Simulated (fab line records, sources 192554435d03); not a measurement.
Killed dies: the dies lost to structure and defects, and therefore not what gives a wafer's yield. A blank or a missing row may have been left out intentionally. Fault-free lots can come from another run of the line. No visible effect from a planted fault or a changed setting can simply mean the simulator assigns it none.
fab line records :: flow n5Finfet
[record]
  lots = 3
  wafers = 9
  lastDay = 16
route steps=1938 shown BEOL_M1@831 BEOL_M2@841 BEOL_M4@1111
lots untouched by any fault: they come from a run of this same line in which no faults occurred
startH: hours from the record's opening day to when the first of the lot's shown wafers began :: waitH: hours since the lot's step before :: " same as the row above :: L1.1+2: several wafers, shown together as one row :: - no value present, or no start provided :: * or withheld: withheld :: < > ~ a bound
route shown NAME@n: a module of which the file shows steps, and the number in the route of the first :: usual: the fault-free wafers' mean and standard deviation :: same: alike in all rows :: chamber/n: place in a boat :: sites: readings site by site :: _std_site: standard deviation across them :: _edge_site: outer sites' mean less inner sites' :: radiusMm: how far each site lies from the wafer's centre :: mask NAME#n: copy n :: behind: the last tool/chamber to shape the wafer :: hold: what put the lot on hold/how long, in hours/how the hold closed :: device: the n, p or np transistor that did not switch :: end of line: the route-end tests of the same wafers :: where a step has no rows: the recipe by itself :: killed: dies lost to structure and defects at the first sort, not the wafer's yield :: map: shows each die of a wafer: x if killed, . if not, _ if none is there
set.NAME: the setting the step ran with; set.NAME@STEP: the setting that earlier step ran with :: model.NAME: the simulator's own value behind a step, which no gauge read
lots seen at some steps along the route; tables by step, rows by wafer
services: from which hour (startH, from the record's first day; less than 0 if before it) a tool's chamber was out of use, for how many hours, and why
[[steps]]
[step N5_BEOL_M1_ECD_50]
[recipe]
  material = Cu
  targetThkA = 3000
[step N5_BEOL_M1_ANNEAL_51]
[recipe]
  tempC = 225
  timeS = 90
  ambient = N2
[step N5_BEOL_M1_CMP_52]
[recipe]
  stopOn = SiOC
  tOverpolishS = 6.8
  downForcePsi = 1
  platenRpm = 50
  clearingPlatenDownForcePsi = 1.5
  clearingPlatenRpm = 50
  postCmpClean = cuAlkaline
  targetThkNm = 40
  clearingPlatenPadVelocityMS = 0.99484
  padVelocityMS = 0.99484
[step N5_BEOL_M1_PRE_CLEAN_60]
[recipe]
  gas = NH3/H2
  timeS = 15
  tempC = *
  rfPowerW = 300
[step N5_BEOL_M1_CO_CAP_55]
[recipe]
  material = Co
  targetThkA = 20
  tempC = 200
  precursor = CCTBA/H2
  pressureTorr = 30
  timeS = 102.1
[step N5_BEOL_M1_PRE_CLEAN_56]
[recipe]
  gas = NH3
  timeS = 15
  tempC = withheld
  rfPowerW = 300
[step N5_BEOL_M1_DEP_57]
[recipe]
  material = SiCN
  targetThkA = 80
  tempC = withheld
  precursor = 3MS/NH3
  pressureTorr = 3
  rfW = 202
  timeS = 14
[step N5_BEOL_M2_ILD_DEP_00]
[recipe]
  material = SiOC
  targetThkA = 790
  tempC = 350
  precursor = DEMS/O2
  pressureTorr = 5
  rfW = 500
  timeS = 15.3
[step N5_BEOL_M2_PECVD_72]
[recipe]
  material = SiO2
  targetThkA = 160
  tempC = 400
  precursor = TEOS/O2
  pressureTorr = 5.5
  rfW = 450
  teosFlowSccm = 53.8
  gas = O2
  flowSccm = 3000
  timeS = 18
[usual]
  heaterPowerW = 707/120
  showerheadPlenumPTorr = 8.763/0.025
  throttleValvePct = 22.2/0.89
lot.wafer: L437.2
tool: pecvd-04
chamber: 1
startH: 162.34
waitH: 0.0
heaterPowerW: 547
showerheadPlenumPTorr: 8.768
sinceWetCleanH: 1410
throttleValvePct: 22.0
model.SiO2_of_BEOL_M2_PECVD_72.thkNm: 15.6

lot.wafer: L437.4
tool: pecvd-04
chamber: 1
startH: 162.34
waitH: 0.0
heaterPowerW: 570
showerheadPlenumPTorr: 8.779
sinceWetCleanH: -
throttleValvePct: 22.1
model.SiO2_of_BEOL_M2_PECVD_72.thkNm: 16

lot.wafer: L437.6
tool: pecvd-04
chamber: 0
startH: 162.34
waitH: 0.0
heaterPowerW: 706
showerheadPlenumPTorr: 8.750
sinceWetCleanH: -
throttleValvePct: 22.5
model.SiO2_of_BEOL_M2_PECVD_72.thkNm: 16

lot.wafer: L439.1
tool: pecvd-04
chamber: 1
startH: 177.34
waitH: 0.0
heaterPowerW: 549
showerheadPlenumPTorr: 8.764
sinceWetCleanH: 1425
throttleValvePct: 21.9
model.SiO2_of_BEOL_M2_PECVD_72.thkNm: 5.6

lot.wafer: L439.5
tool: pecvd-04
chamber: 0
startH: 177.34
waitH: 0.0
heaterPowerW: 715
showerheadPlenumPTorr: 8.740
sinceWetCleanH: -
throttleValvePct: 22.6
model.SiO2_of_BEOL_M2_PECVD_72.thkNm: 16.2

lot.wafer: L439.6
tool: pecvd-04
chamber: 2
startH: 177.34
waitH: 0.0
heaterPowerW: 761
showerheadPlenumPTorr: 8.759
sinceWetCleanH: -
throttleValvePct: 22.9
model.SiO2_of_BEOL_M2_PECVD_72.thkNm: 16.2

lot.wafer: L451.1
tool: pecvd-02
chamber: 2
startH: 249.00
waitH: 0.0
heaterPowerW: 670
showerheadPlenumPTorr: 8.782
sinceWetCleanH: 199
throttleValvePct: 20.7
model.SiO2_of_BEOL_M2_PECVD_72.thkNm: 15.4

lot.wafer: L451.3
tool: pecvd-02
chamber: 1
startH: 249.00
waitH: 0.0
heaterPowerW: 631
showerheadPlenumPTorr: 8.768
sinceWetCleanH: 1678
throttleValvePct: 23.4
model.SiO2_of_BEOL_M2_PECVD_72.thkNm: 15.4

lot.wafer: L451.4
tool: pecvd-02
chamber: 1
startH: 249.00
waitH: 0.0
heaterPowerW: 619
showerheadPlenumPTorr: 8.788
sinceWetCleanH: -
throttleValvePct: 23.6
model.SiO2_of_BEOL_M2_PECVD_72.thkNm: 15.6
[step N5_BEOL_M2_HM_DEP_02]
[recipe]
  material = TiN
  targetThkA = 200
  tempC = 25
  chamberPressurePa = 0.49996
[step N5_BEOL_M2_COAT_61]
[recipe]
  resist = SOC
  tempC = 250
  timeS = 60
  spinRpm = 1500
  resistThkNm = 60
[step N5_BEOL_M2_COAT_62]
[recipe]
  resist = SiARC
  tempC = 220
  timeS = 60
  spinRpm = 1500
  resistThkNm = 12
[step N5_BEOL_M2_COAT_73]
[recipe]
  resist = underlayer
  tempC = 205
  timeS = 60
  spinRpm = 1500
  resistThkNm = 5
[step N5_BEOL_M2_COAT_05]
[recipe]
  resist = CAR-EUV
  spinRpm = 1500
  resistThkNm = 30
[step N5_BEOL_M2_EBR_07]
[recipe]
  solvent = PGMEA
  ebrWidthMm = 1.5
[step N5_BEOL_M2_SOFTBAKE_06]
[recipe]
  tempC = 110
  timeS = 60
  resist = CAR-EUV
[step N5_BEOL_M2_EXPOSE_08]
[recipe]
  maskId = M2
  na = 0.33
  sourceShape = dipole
  sigmaInner = 0.369
  sigmaOuter = 0.767
  polarization = unpolarized
  doseMj = 41.25
[step N5_BEOL_M2_PEB_09]
[recipe]
  pebTempC = 100
  pebTimeS = 60
  resist = CAR-EUV
[step N5_BEOL_M2_DEVELOP_10]
[recipe]
  developTimeS = 30
  developer = TMAH
  resist = CAR-EUV
  rinseLiquid = surfactantRinse
  dry = airSpin
  devTempC = 23
[step N5_BEOL_M2_DESCUM_16]
[recipe]
  chemistry = O2
  timeS = 7
  sourcePowerW = 50
  biasPowerW = 20
  pressureMtorr = 20
  rfFrequencyHz = 2.712e+07
  tempC = 40
  resist = CAR-EUV
  o2FlowSccm = 225
[step N5_BEOL_M2_ETCH_74]
[recipe]
  chemistry = N2/H2
  target = underlayer
  targetDepthA = 65
  maskMaterial = CAR-EUV
  timeS = 5.2
  ionEnergyEv = 200
  pressureMtorr = 30
  sourceW = 840
  biasW = 150
  n2FlowSccm = 200
  h2FlowSccm = 200
  ends = cleared
[step N5_BEOL_M2_ETCH_63]
[recipe]
  chemistry = CF4
  target = SiARC
  targetDepthA = 156
  maskMaterial = CAR-EUV
  timeS = 26
  ionEnergyEv = 80
  pressureMtorr = 40
  sourceW = 545
  biasW = 36
  Ar_flow_sccm = 100
  cf4FlowSccm = 100
  ends = cleared
[step N5_BEOL_M2_ETCH_64]
[recipe]
  chemistry = N2/H2
  target = SOC
  targetDepthA = 750
  overetchA = 225
  maskMaterial = SiARC
  tempC = 40
  timeS = 121.9
  ionEnergyEv = 200
  pressureMtorr = 30
  sourceW = 840
  biasW = 150
  n2FlowSccm = 200
  h2FlowSccm = 200
[step N5_BEOL_M2_STRIP_65]
[recipe]
  chemistry = N2/H2
  tempC = 40
  n2FlowSccm = 200
  h2FlowSccm = 200
  rfFrequencyHz = 6e+07
[step N5_BEOL_M2_STRIP_75]
[recipe]
  chemistry = N2/H2
  tempC = 40
  n2FlowSccm = 200
  h2FlowSccm = 200
  rfFrequencyHz = 6e+07
[step N5_BEOL_M2_STRIP_66]
[recipe]
  chemistry = CF4
  resist = SiARC
  powerW = 300
  biasPowerW = 75
  pressureMtorr = 50
  cf4FlowSccm = 150
  rfFrequencyHz = 6e+07
[step N5_BEOL_M2_HM_OPEN_17]
[recipe]
  chemistry = Cl2/BCl3
  targetDepthA = 200
  overetchA = 60
  target = TiN
  maskMaterial = SOC
  ionEnergyEv = 150
  pressureMtorr = 10
  icpW = 1000
  biasW = 126
  Cl2_flow_sccm = 53.25
  bcl3FlowSccm = 21.75
  Ar_flow_sccm = 25
[step N5_BEOL_M2_STRIP_19]
[recipe]
  chemistry = O2
  powerW = 400
  tempC = 40
  pressureMtorr = 30
  rfFrequencyHz = 6e+07
  biasPowerW = 0
  overashFraction = 0.2
  o2FlowSccm = 225
[step N5_BEOL_M2_COAT_67]
[recipe]
  resist = SOC
  tempC = 250
  timeS = 60
  spinRpm = 1500
  resistThkNm = 60
[step N5_BEOL_M2_COAT_68]
[recipe]
  resist = SiARC
  tempC = 220
  timeS = 60
  spinRpm = 1500
  resistThkNm = 12
[step N5_BEOL_M2_COAT_76]
[recipe]
  resist = underlayer
  tempC = 205
  timeS = 60
  spinRpm = 1500
  resistThkNm = 5
[step N5_BEOL_M2_COAT_22]
[recipe]
  resist = CAR-EUV
  spinRpm = 1500
  resistThkNm = 30
[step N5_BEOL_M2_EBR_24]
[recipe]
  solvent = PGMEA
  ebrWidthMm = 1.5
[step N5_BEOL_M2_SOFTBAKE_23]
[recipe]
  tempC = 110
  timeS = 60
  resist = CAR-EUV
[step N5_BEOL_M2_HM_STRIP_39]
[recipe]
  chemistry = peroxideTinStrip
  material = TiN
  targetDepthA = 250
  tempC = 50
  timeS = 158
[usual]
  bathGuardTempC = 49.9/0.47
lot.wafer: L437.2
tool: wetBench-01
chamber: 3
startH: 165.40
waitH: 0.0
bathGuardTempC: 51.0
model.SiO2_of_BEOL_M2_PECVD_72.thkNm: 15.4

lot.wafer: L437.4
tool: wetBench-01
chamber: 4
startH: 165.40
waitH: 0.0
bathGuardTempC: 50.4
model.SiO2_of_BEOL_M2_PECVD_72.thkNm: 16

lot.wafer: L437.6
tool: wetBench-01
chamber: 7
startH: 165.40
waitH: 0.0
bathGuardTempC: 49.9
model.SiO2_of_BEOL_M2_PECVD_72.thkNm: 15.8

lot.wafer: L439.1
tool: wetBench-01
chamber: 3
startH: 186.87
waitH: 0.0
bathGuardTempC: 50.6
model.SiO2_of_BEOL_M2_PECVD_72.thkNm: 5.4

lot.wafer: L439.5
tool: wetBench-01
chamber: 6
startH: 186.87
waitH: 0.0
bathGuardTempC: 50.6
model.SiO2_of_BEOL_M2_PECVD_72.thkNm: 16

lot.wafer: L439.6
tool: wetBench-01
chamber: 5
startH: 186.87
waitH: 0.0
bathGuardTempC: 49.3
model.SiO2_of_BEOL_M2_PECVD_72.thkNm: 16

lot.wafer: L451.1
tool: wetBench-03
chamber: 3
startH: 254.03
waitH: 0.0
bathGuardTempC: 49.9
model.SiO2_of_BEOL_M2_PECVD_72.thkNm: 15.4

lot.wafer: L451.3
tool: wetBench-03
chamber: 2
startH: 254.03
waitH: 0.0
bathGuardTempC: 49.5
model.SiO2_of_BEOL_M2_PECVD_72.thkNm: 15.2

lot.wafer: L451.4
tool: wetBench-03
chamber: 0
startH: 254.03
waitH: 0.0
bathGuardTempC: 50.1
model.SiO2_of_BEOL_M2_PECVD_72.thkNm: 15.4
[step N5_BEOL_M2_CMP_52]
[recipe]
  stopOn = SiOC
  tOverpolishS = 6.8
  downForcePsi = 1
  platenRpm = 50
  clearingPlatenDownForcePsi = 1.5
  clearingPlatenRpm = 50
  postCmpClean = cuAlkaline
  targetThkNm = 40
  clearingPlatenPadVelocityMS = 0.99484
  padVelocityMS = 0.99484
[usual]
  barrierFieldEndpointS = 24.4/0.64
  headPressurePsi = 1.0001/0.0023
  motorCurrentA = 6.1/0.52
lot.wafer: L437.4
tool: cmp-01
chamber: 0
startH: 168.73
waitH: 0.2
barrierFieldEndpointS: 24.6
headPressurePsi: 0.9993
motorCurrentA: 5.6

lot.wafer: L437.2
tool: cmp-01
chamber: 1
startH: 168.73
waitH: 0.2
barrierFieldEndpointS: 24.4
headPressurePsi: 0.9977
motorCurrentA: 6.1

lot.wafer: L437.6
tool: cmp-01
chamber: 3
startH: 168.73
waitH: 0.2
barrierFieldEndpointS: 24.6
headPressurePsi: 1.0005
motorCurrentA: 5.4

lot.wafer: L439.1
tool: cmp-01
chamber: 3
startH: 190.17
waitH: 0.3
barrierFieldEndpointS: 11.7
headPressurePsi: 1.0035
motorCurrentA: 6.0

lot.wafer: L439.6
tool: cmp-01
chamber: 3
startH: 190.17
waitH: 0.3
barrierFieldEndpointS: 24.2
headPressurePsi: 1.0037
motorCurrentA: 6.1

lot.wafer: L439.5
tool: cmp-01
chamber: 0
startH: 190.17
waitH: 0.3
barrierFieldEndpointS: 24.6
headPressurePsi: 0.9973
motorCurrentA: 5.7

lot.wafer: L451.4
tool: cmp-01
chamber: 0
startH: 258.23
waitH: 0.2
barrierFieldEndpointS: 24.6
headPressurePsi: 0.9994
motorCurrentA: 5.8

lot.wafer: L451.3
tool: cmp-01
chamber: 1
startH: 258.23
waitH: 0.2
barrierFieldEndpointS: 24.3
headPressurePsi: 0.9977
motorCurrentA: 6.4

lot.wafer: L451.1
tool: cmp-01
chamber: 2
startH: 258.23
waitH: 0.2
barrierFieldEndpointS: 24.7
headPressurePsi: 1.0020
motorCurrentA: 5.4
[step N5_BEOL_M4_RC_MEAS_101]
[usual]
  DIBL_N = 36.9/1.7
  DIBL_P = 37.3/2.3
  IOFF_N = 0.16/0.033
  IOFF_P = 0.22/0.04
  ION_N = 673/12
  ION_P = 463/8
  SS_N = 71.6/0.58
  SS_P = 73.4/0.74
  VT_N = 250/3.2
  VT_P = -250/3.4
lot.wafer: L437.2
tool: prober-01
chamber: 0
startH: 199.22
waitH: 0.2
DIBL_N[mV/V]: 36.1
DIBL_P[mV/V]: 34.8
IOFF_N[nA/um]: 0.16
IOFF_P[nA/um]: 0.18
ION_N[uA/um]: 673
ION_P[uA/um]: 453
SS_N[mV/dec]: 71.5
SS_P[mV/dec]: 72.3
VT_N[mV]: 251
VT_P[mV]: -256

lot.wafer: L437.4
tool: prober-01
chamber: 0
startH: 199.22
waitH: 0.2
DIBL_N[mV/V]: 35.4
DIBL_P[mV/V]: 34.3
IOFF_N[nA/um]: 0.14
IOFF_P[nA/um]: 0.18
ION_N[uA/um]: 664
ION_P[uA/um]: 453
SS_N[mV/dec]: 71.2
SS_P[mV/dec]: 73.9
VT_N[mV]: 253
VT_P[mV]: -256

lot.wafer: L437.6
tool: prober-01
chamber: 0
startH: 199.22
waitH: 0.2
DIBL_N[mV/V]: 34.9
DIBL_P[mV/V]: 33.6
IOFF_N[nA/um]: 0.15
IOFF_P[nA/um]: 0.17
ION_N[uA/um]: 675
ION_P[uA/um]: 452
SS_N[mV/dec]: 70.8
SS_P[mV/dec]: 72.5
VT_N[mV]: 249
VT_P[mV]: -254

lot.wafer: L439.1
tool: prober-01
chamber: 0
startH: 218.19
waitH: 0.0
DIBL_N[mV/V]: 37.3
DIBL_P[mV/V]: 37.4
IOFF_N[nA/um]: 0.16
IOFF_P[nA/um]: 0.23
ION_N[uA/um]: 674
ION_P[uA/um]: 470
SS_N[mV/dec]: 71.6
SS_P[mV/dec]: 73.7
VT_N[mV]: 250
VT_P[mV]: -249

lot.wafer: L439.5
tool: prober-01
chamber: 0
startH: 218.19
waitH: 0.0
DIBL_N[mV/V]: 38.1
DIBL_P[mV/V]: 37.7
IOFF_N[nA/um]: 0.16
IOFF_P[nA/um]: 0.22
ION_N[uA/um]: 680
ION_P[uA/um]: 471
SS_N[mV/dec]: 71.7
SS_P[mV/dec]: 74.2
VT_N[mV]: 250
VT_P[mV]: -248

lot.wafer: L439.6
tool: prober-01
chamber: 0
startH: 218.19
waitH: 0.0
DIBL_N[mV/V]: 36.9
DIBL_P[mV/V]: 36.4
IOFF_N[nA/um]: 0.15
IOFF_P[nA/um]: 0.22
ION_N[uA/um]: 655
ION_P[uA/um]: 463
SS_N[mV/dec]: 71.4
SS_P[mV/dec]: 73.1
VT_N[mV]: 251
VT_P[mV]: -248

lot.wafer: L451.1
tool: prober-01
chamber: 0
startH: 290.80
waitH: 0.0
DIBL_N[mV/V]: 38.8
DIBL_P[mV/V]: 37.5
IOFF_N[nA/um]: 0.17
IOFF_P[nA/um]: 0.21
ION_N[uA/um]: 669
ION_P[uA/um]: 456
SS_N[mV/dec]: 71.9
SS_P[mV/dec]: 72.7
VT_N[mV]: 252
VT_P[mV]: -250

lot.wafer: L451.3
tool: prober-01
chamber: 0
startH: 290.80
waitH: 0.0
DIBL_N[mV/V]: 39.1
DIBL_P[mV/V]: 39.2
IOFF_N[nA/um]: 0.19
IOFF_P[nA/um]: 0.26
ION_N[uA/um]: 684
ION_P[uA/um]: 471
SS_N[mV/dec]: 72.3
SS_P[mV/dec]: 74.8
VT_N[mV]: 246
VT_P[mV]: -250

lot.wafer: L451.4
tool: prober-01
chamber: 0
startH: 290.80
waitH: 0.0
DIBL_N[mV/V]: 38.8
DIBL_P[mV/V]: 38.8
IOFF_N[nA/um]: 0.19
IOFF_P[nA/um]: 0.27
ION_N[uA/um]: 698
ION_P[uA/um]: 480
SS_N[mV/dec]: 71.7
SS_P[mV/dec]: 74.0
VT_N[mV]: 245
VT_P[mV]: -247
[[services]]
tool: cmp-01
chamber: -
startH: 150.78
hours: 3.5
kind: repair

tool: cmp-01
chamber: -
startH: 162.94
hours: 1.1
kind: repair

tool: pecvd-02
chamber: 2
startH: 192.60
hours: 5.5
kind: scheduledDown

tool: pecvd-02
chamber: 0
startH: 198.06
hours: 2.1
kind: scheduledDown

tool: pecvd-04
chamber: 2
startH: 202.38
hours: -
kind: clean

tool: pecvd-04
chamber: 2
startH: 202.38
hours: -
kind: consumableReplace:showerhead

tool: pecvd-04
chamber: 2
startH: 202.38
hours: 29.0
kind: scheduledDown

tool: pecvd-04
chamber: 2
startH: 202.38
hours: 29.0
kind: ventCycle

tool: cmp-01
chamber: -
startH: 207.51
hours: 4.9
kind: pm

tool: cmp-01
chamber: -
startH: 221.30
hours: 2.3
kind: repair
[[key]]
[firstSign]
  step = N5_BEOL_M2_CMP_52
  reading = barrierFieldEndpointS
  direction = down
  sigmas = 20
  usual = 24.4
  struck = 11.7
effect none on later readings
[modelEffect]
  step = N5_BEOL_M2_PECVD_72
  value = SiO2_of_BEOL_M2_PECVD_72.thkNm
  without = 16
  struck = 5.6
[modelEffect]
  step = N5_BEOL_M2_HM_STRIP_39
  value = SiO2_of_BEOL_M2_PECVD_72.thkNm
  without = 15.8
  struck = 5.4
metAt N5_BEOL_M2_PECVD_72
struckWafers L439.1
onsetBetween 162.34 177.34
[fault]
  kind = processParameterDrift
  tool = pecvd-04
  chamber = 1
  onsetH = 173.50
  steps = N5_BEOL_M2_PECVD_72
  channel = timeS
  offset = *
  shape = step
  endH = 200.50
  actsIn = *
  stated = *
